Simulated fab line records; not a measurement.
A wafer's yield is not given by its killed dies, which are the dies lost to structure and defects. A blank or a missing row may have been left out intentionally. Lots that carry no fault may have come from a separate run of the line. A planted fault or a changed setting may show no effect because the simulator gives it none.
Matching of chambers ; flow n5-finfet ; 4 sister chambers for N5_BEOL_M8_DESCUM_33 on rie-diel-01
The step chemistry O2, time 7 s. 14 wafers are shown with their chamber, then 7 later ones without.

== WAFERS WITH THEIR CHAMBER ==
wafer;chamber;drypump-motor-current-A (A);throttle-valve-pct (%);showerhead-plenum-p-Torr (Torr)
L077.1;1;5.1;20.58;2.17
L077.4;3;6.2;20.09;2.20
L077.6;3;6.2;20.10;2.20
L079.1;0;5.8;20.43;2.10
L079.3;2;4.7;20.64;2.00
L079.5;0;5.8;20.42;2.10
L080.1;2;4.8;20.66;2.00
L080.2;0;5.8;20.43;2.10
L080.4;2;4.8;20.65;2.00
L081.1;3;6.2;20.11;2.19
L081.2;2;4.8;20.65;2.00
L081.3;0;5.8;20.44;2.09
L086.2;2;4.8;20.67;1.99
L086.3;0;5.8;20.46;2.09

SIGNATURES (means of the wafers above)
reading;chamber 0;chamber 1;chamber 2;chamber 3;scatter within a chamber
drypump-motor-current-A;5.800;5.100;4.780;6.200;0.0283
throttle-valve-pct;20.4360;20.5800;20.6540;20.1000;0.0128
showerhead-plenum-p-Torr;2.0960;2.1700;1.9980;2.1967;0.00516
Rule: for each reading, subtract the chamber's mean from the wafer's reading, divide by that reading's scatter and square the result; add these up over the readings and take the root, which gives the wafer's distance from the chamber. If the next closest chamber is less than 2 further off than the closest, the wafer can't be placed; otherwise it belongs to the closest. How the scatter is found: for the shown wafers, subtract from each reading the mean of its chamber, square and add these, divide the total by (wafers less chambers), then take the root.

== WAFERS WHOSE CHAMBER IS MISSING ==
wafer;drypump-motor-current-A (A);throttle-valve-pct (%);showerhead-plenum-p-Torr (Torr)
L086.4;5.8;20.46;2.09
L088.1;4.8;20.67;1.99
L088.2;6.1;20.12;2.19
L088.5;4.8;20.68;1.99
L087.2;5.0;20.19;2.16
L087.4;6.2;20.12;2.19
L087.6;6.1;20.15;2.19

== CHAMBER TAKEN BY EACH ==
wafer;from the rows above;in truth
L086.4;0;0
L088.1;2;2
L088.2;3;3
L088.5;2;2
L087.2;1;1
L087.4;3;3
L087.6;3;3
Correct placement for 7 of the 7. Left unplaced by these rows: 0. Placed wrongly: 0.
